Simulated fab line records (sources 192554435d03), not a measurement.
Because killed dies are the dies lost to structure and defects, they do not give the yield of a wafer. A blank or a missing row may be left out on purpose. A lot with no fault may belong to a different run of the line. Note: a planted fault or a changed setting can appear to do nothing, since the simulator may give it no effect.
Which tool did it? ; flow n5-finfet ; 10 lots, 29 wafers sampled, at 5 steps of a route of 1938

## WHAT EACH GAUGE READ, for each wafer
N5_GATE_CUT_INSPECT_26: inspects for defects (darkfield). Usual: raw-defect-count reads 42 (standard deviation 17).
lot;measured;on;raw-defect-count;flag
L987;day 5 05:10;defect-inspect-02;78 48 50;
L989;day 5 07:26;defect-inspect-01;29 32 44;
L990;day 5 21:53;defect-inspect-02;47 42 35;
L992;day 6 07:23;defect-inspect-02;58 37 24;
L994;day 6 10:22;defect-inspect-01;16 59 45;
L102;day 8 16:00;defect-inspect-01;30 17 24;
L105;day 9 04:55;defect-inspect-02;44 45 59;
L106;day 9 13:40;defect-inspect-01;28 28 45;
L109;day 10 05:55;defect-inspect-02;40 28;
L110;day 10 09:57;defect-inspect-02;80 47 49;

N5_BEOL_M4_RC_MEAS_101. Usual: DIBL_N 36.0 mV/V, standard deviation 1.7; DIBL_P 36.2 mV/V, standard deviation 1.9; IOFF_N 0.154 nA/um, standard deviation 0.028; IOFF_P 0.21 nA/um, standard deviation 0.036; ION_N 675 uA/um, standard deviation 11; ION_P 463 uA/um, standard deviation 8.3; SS_N 71.4 mV/dec, standard deviation 0.63; SS_P 73.2 mV/dec, standard deviation 0.55; VT_N 250.2 mV, standard deviation 3; VT_P -251 mV, standard deviation 3.7.
lot;measured;on;DIBL_N (mV/V);DIBL_P (mV/V);IOFF_N (nA/um);IOFF_P (nA/um);ION_N (uA/um);ION_P (uA/um);SS_N (mV/dec);SS_P (mV/dec);VT_N (mV);VT_P (mV);flag
L987;day 9 00:48;prober-02;37.5 34.2 36.4;37.4 33.4 35.8;0.178 0.133 0.157;0.29 0.23 0.26;673 672 666;469 475 468;71.7 70.0 71.2;73.6 73.3 73.5;248.0 251.1 253.0;-242 -245 -243;
L989;day 13 19:13;prober-01;34.5 36.8 37.0;35.1 38.3 39.3;0.143 0.181 0.202;0.19 0.23 0.26;664 683 688;458 470 469;71.8 71.7 72.3;73.2 74.0 73.5;250.0 249.0 244.7;-254 -251 -247;
L990;day 11 04:26;prober-02;32.7 35.9 36.7;32.2 34.8 36.0;0.103 0.140 0.152;0.16 0.19 0.20;668 672 678;463 457 458;70.7 70.7 70.6;72.2 73.0 73.6;255.7 251.5 250.0;-256 -255 -251;
L992;day 11 22:34;prober-01;38.5 34.9 37.2;40.8 36.2 39.1;0.191 0.124 0.178;0.23 0.17 0.20;689 654 700;469 455 465;71.7 71.2 71.2;73.7 73.0 74.1;247.8 255.7 246.3;-248 -254 -252;
L994;day 12 05:21;prober-01;36.9 35.5 36.7;37.4 35.5 36.4;0.154 0.126 0.142;0.20 0.18 0.18;673 660 670;455 455 455;71.7 72.1 71.4;73.4 72.6 73.1;252.1 252.8 250.3;-252 -252 -254;
L102;day 13 22:02;prober-02;35.8 36.9 35.5;34.7 37.0 34.6;0.133 0.160 0.142;0.21 0.25 0.22;668 669 665;463 465 466;70.8 71.2 70.7;73.0 73.9 72.5;252.7 245.8 247.8;-247 -246 -248;
L105;day 15 03:25;prober-02;37.2 39.3 36.8;37.0 38.5 36.7;0.177 0.221 0.175;0.23 0.26 0.24;681 682 687;468 466 474;71.8 72.9 70.9;73.7 73.6 74.0;250.5 246.6 247.1;-249 -246 -248;
L106;day 15 04:00;prober-01;35.2 33.8 36.6;32.4 32.5 35.7;0.128 0.107 0.150;0.17 0.17 0.22;662 669 673;459 462 466;70.8 70.2 71.1;72.1 72.8 72.9;256.1 258.0 251.3;-253 -255 -248;
L109;day 15 08:19;prober-01;36.7 37.2;35.6 37.2;0.158 0.174;0.24 0.26;666 677;465 471;71.5 71.2;73.4 73.7;252.7 247.7;-247 -243;
L110;day 15 11:02;prober-02;36.1 35.9 37.9;36.9 34.8 39.6;0.145 0.148 0.192;0.21 0.19 0.25;660 662 697;455 456 471;71.4 71.4 72.3;73.0 72.7 73.9;253.2 252.0 247.7;-253 -252 -249;

## EACH LOT AND THE TOOL THAT RAN IT (in order: tool; ch and the chambers of the sampled wafers; start)
lot;N5_GATE_CUT_STRIP_21;N5_MOL_CONTACT_COAG_COAT_58;N5_MOL_CONTACT_COAG_DESCUM_13
L987;plasma-asher-02 ch 0, day 5 01:04;litho-track-03 ch 0, day 5 05:11;rie-diel-05 ch 0, day 5 06:19
L989;plasma-asher-02 ch 0,1, day 5 04:26;litho-track-03 ch 0, day 5 07:28;rie-diel-03 ch 0,2, day 5 08:28
L990;plasma-asher-01 ch 0,1, day 5 16:05;litho-track-03 ch 0, day 5 21:55;rie-diel-01 ch 1,2, day 5 22:26
L992;plasma-asher-01 ch 0,1, day 6 04:42;litho-track-03 ch 0, day 6 07:25;rie-diel-01 ch 1,3, day 6 07:54
L994;plasma-asher-02 ch 0,1, day 6 07:40;litho-track-04 ch 0, day 6 10:23;rie-diel-03 ch 1,2,3, day 6 10:59
L102;plasma-asher-02 ch 0,1, day 8 13:07;litho-track-04 ch 0, day 8 16:02;rie-diel-01 ch 0,2,3, day 8 16:33
L105;plasma-asher-01 ch 0,1, day 9 02:14;litho-track-04 ch 0, day 9 04:58;rie-diel-01 ch 0,1,3, day 9 05:20
L106;plasma-asher-01 ch 0,1, day 9 10:58;litho-track-04 ch 0, day 9 13:42;rie-diel-01 ch 0,1,3, day 9 14:05
L109;plasma-asher-01 ch 0,1, day 10 03:14;litho-track-04 ch 0, day 10 05:57;rie-diel-03 ch 1,3, day 10 06:20
L110;plasma-asher-01 ch 0,1, day 10 07:16;litho-track-02 ch 0, day 10 09:59;rie-diel-01 ch 2,3, day 10 10:30
- N5_GATE_CUT_STRIP_21: strips in N2/H2, time 30 s.
- N5_MOL_CONTACT_COAG_COAT_58: time 60 s, resist thk 10 nm.
- N5_MOL_CONTACT_COAG_DESCUM_13: chemistry O2, time 7 s.

## AS READ BY THE TOOLS THEMSELVES (means over the sampled wafers that have a number; for cases with no such wafer, the mark the record gives instead)
N5_GATE_CUT_STRIP_21. Usual: drypump-motor-current-A 5.9 A, standard deviation 0.32; h2-flow-sccm 3250 sccm, standard deviation 8.6; heater-power-w 329 W, standard deviation 33.
lot;tool;drypump-motor-current-A (A);h2-flow-sccm (sccm);heater-power-w (W);flag
L987;plasma-asher-02;5.7;3257;274;
L989;plasma-asher-02;5.6;3259;321;
L990;plasma-asher-01;6.2;3251;357;
L992;plasma-asher-01;6.2;3244;351;
L994;plasma-asher-02;5.6;3257;292;
L102;plasma-asher-02;5.6;3256;295;
L105;plasma-asher-01;6.3;3247;360;
L106;plasma-asher-01;6.3;3244;352;
L109;plasma-asher-01;6.2;3242;341;
L110;plasma-asher-01;6.2;3249;346;

N5_MOL_CONTACT_COAG_COAT_58. Usual: heater-power-total-W 391.8 W, standard deviation 1.4; plate-temp-C 205.00 C, standard deviation 0.17.
lot;tool;heater-power-total-W (W);plate-temp-C (C);flag
L987;litho-track-03;392.2;205.00;
L989;litho-track-03;391.9;204.88;
L990;litho-track-03;392.8;204.86;
L992;litho-track-03;391.8;204.98;
L994;litho-track-04;391.3;204.96;
L102;litho-track-04;393.2;205.01;
L105;litho-track-04;381.8;200.48;OFF
L106;litho-track-04;380.2;200.55;OFF
L109;litho-track-04;382.1;200.75;OFF
L110;litho-track-02;392.5;205.11;

N5_MOL_CONTACT_COAG_DESCUM_13. Usual: drypump-motor-current-A 5.9 A, standard deviation 0.54; oes-product-au 0.81 a.u., standard deviation 0.075; rf-vpp-V 242.8 V, standard deviation 1.5; showerhead-plenum-p-Torr 2.07 Torr, standard deviation 0.08; throttle-valve-pct 20.37 %, standard deviation 0.24.
lot;tool;drypump-motor-current-A (A);oes-product-au (a.u.);rf-vpp-V (V);showerhead-plenum-p-Torr (Torr);throttle-valve-pct (%);flag
L987;rie-diel-05;5.4;0.91;244.0;2.12;20.10;
L989;rie-diel-03;6.5;0.89;243.2;2.10;20.43;
L990;rie-diel-01;6.1;0.84;243.2;2.09;20.18;
L992;rie-diel-01;6.0;0.84;241.6;2.01;20.11;
L994;rie-diel-03;6.3;0.82;243.9;2.14;20.54;
L102;rie-diel-01;5.6;0.75;241.8;2.03;20.42;
L105;rie-diel-01;5.9;0.78;241.7;1.99;20.29;
L106;rie-diel-01;5.9;0.77;241.4;1.99;20.30;
L109;rie-diel-03;6.0;0.76;244.2;2.14;20.61;
L110;rie-diel-01;5.2;0.72;241.8;1.99;20.32;

## THE ANSWER, worked out from the rows above alone
Rule: lot off if the mean of its wafers having a number is beyond 3 standard deviations from the usual mean. A lot without any number at a reading at which 4 lots or more have one is off too. Any other lot the step has rows for is counted as sound. The gauges are gone through in route order, then the tools' own readings, and for those a lot's mean is taken as printed above. The first step at which some lot is off is used, and at that step the reading that is off furthest; a lot without a number counts as furthest.
Off, at N5_MOL_CONTACT_COAG_COAT_58 on plate-temp-C: L105, L106, L109.
A tool fits if, at that step or a process step before it, it ran every lot that is off, and no sound lot after the first of them. One fits: N5_MOL_CONTACT_COAG_COAT_58 on litho-track-04. A fault onset in the window from L102 (day 8 16:02, its last sound lot) to L105 (day 9 04:58, its first lot off) fits.
The tool's own readings at N5_MOL_CONTACT_COAG_COAT_58 bear it out: on the lots that are off they differ by more than 5 times the standard deviation of the sound lots' means. heater-power-total-W reads 381.4 W there against 392.2 W on the sound lots; plate-temp-C reads 200.59 C there against 204.97 C on the sound lots.

## WHAT HAD BEEN PUT IN BY THE SIMULATOR
Process parameters drifting: litho-track-04 at N5_MOL_CONTACT_COAG_COAT_58, beginning at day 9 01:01. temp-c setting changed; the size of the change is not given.
Struck lots among those shown: L105, L106, L109. The rule above found the same.
